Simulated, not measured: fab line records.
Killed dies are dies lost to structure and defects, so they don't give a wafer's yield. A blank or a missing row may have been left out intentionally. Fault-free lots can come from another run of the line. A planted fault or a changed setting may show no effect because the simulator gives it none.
One fault through the eyes of 2 desks	flow n5-finfet	each desk holds nothing but its own numbers, with what lay behind them at the end

## AT THE METROLOGY DESK
Means of the sampled wafers that have a number, per lot and without regard to the tool the lot ran on: this is what the gauges read. Marked OUT: a lot whose mean sits more than 4 standard deviations from the usual mean, which makes it out of limits; the brackets give that distance. It has 10 readings; the 7 that lie furthest out on some lot are the ones shown.
Columns: A = DIBL_N at N5_BEOL_M4_RC_MEAS_101, usual 36.1 mV/V; B = DIBL_P at N5_BEOL_M4_RC_MEAS_101, usual 36.3 mV/V; C = ION_N at N5_BEOL_M4_RC_MEAS_101, usual 672 uA/um; D = ION_P at N5_BEOL_M4_RC_MEAS_101, usual 463 uA/um; E = SS_N at N5_BEOL_M4_RC_MEAS_101, usual 71.5 mV/dec; F = SS_P at N5_BEOL_M4_RC_MEAS_101, usual 73.2 mV/dec; G = VT_P at N5_BEOL_M4_RC_MEAS_101, usual -250 mV
lot	first seen here	A	B	C	D	E	F	G
L989	day 8 06:25	35.5	35.6	672	467	71.0	73.3	-249
L994	day 9 03:31	35.8	36.9	686	475	71.3	73.9	-247
L993	day 9 04:03	35.7	37.3	665	461	71.6	73.1	-251
L995	day 9 14:43	38.4	39.0	672	457	72.7	73.7	-254
L998	day 10 05:58	35.9	34.9	659	464	71.6	72.8	-245
L101	day 11 06:01	36.7	36.2	685	470	71.5	73.1	-247
L106	day 12 15:20	35.7	35.6	674	471	71.3	73.0	-250
L110	day 13 18:46	34.6	34.5	663	458	71.4	72.6	-251
L112	day 13 18:54	37.0	36.1	678	470	71.0	73.4	-246
This desk found nothing out of limits on any of the 9 lots.

## TOOL OWNER'S DESK, rie-diel-05
The tool's own readings at N5_MOL_CONTACT_COAG_STRIP_72 (strips in N2/H2): means of the sampled wafers that have a number, for each lot that ran on this tool. Marked OUT: a lot whose mean sits more than 4 standard deviations from the usual mean, which makes it out of limits; the brackets give that distance.
Columns: A = drypump-motor-current-A at N5_MOL_CONTACT_COAG_STRIP_72, usual 5.5 A; B = oes-product-au at N5_MOL_CONTACT_COAG_STRIP_72, usual 0.78 a.u.; C = power-w at N5_MOL_CONTACT_COAG_STRIP_72, usual 450.1 W; D = rf-vpp-V at N5_MOL_CONTACT_COAG_STRIP_72, usual 59.0 V; E = showerhead-plenum-p-Torr at N5_MOL_CONTACT_COAG_STRIP_72, usual 2.53 Torr; F = throttle-valve-pct at N5_MOL_CONTACT_COAG_STRIP_72, usual 23.6 %
lot	first seen here	A	B	C	D	E	F
L989	day 5 07:43	5.1	0.77	450.5	60.1	2.51	23.5
L995	day 6 18:36	5.0	0.72	451.0	59.7	2.55	23.4
L998	day 7 06:59	5.4	0.76	401.7 (-35) OUT	59.2	2.48	23.7
L101	day 8 11:06	5.4	0.75	402.8 (-34) OUT	59.1	2.47	23.7
Finding of this desk: L101, L998 out of limits; the first was L998 at day 7 06:59, on power-w at N5_MOL_CONTACT_COAG_STRIP_72. In limits: L989, L995.

## BROUGHT TOGETHER
At day 7 06:59, on L101, L998, the tool owner's desk was in a position to raise an alarm.
At the metrology desk, nothing out of limits was observed.
The metrology desk holds a record of L101, L998, inside its limits.
Of the lots named, all ran N5_MOL_CONTACT_COAG_STRIP_72 on rie-diel-05.

## WHAT THE SIMULATOR HAD INSERTED
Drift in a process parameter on rie-diel-05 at N5_MOL_CONTACT_COAG_STRIP_72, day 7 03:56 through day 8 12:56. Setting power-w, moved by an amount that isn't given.
Lots struck among those shown: L101, L998.
Time in hours from fault onset to the first out-of-limits reading at each desk: the tool owner's desk, 3.
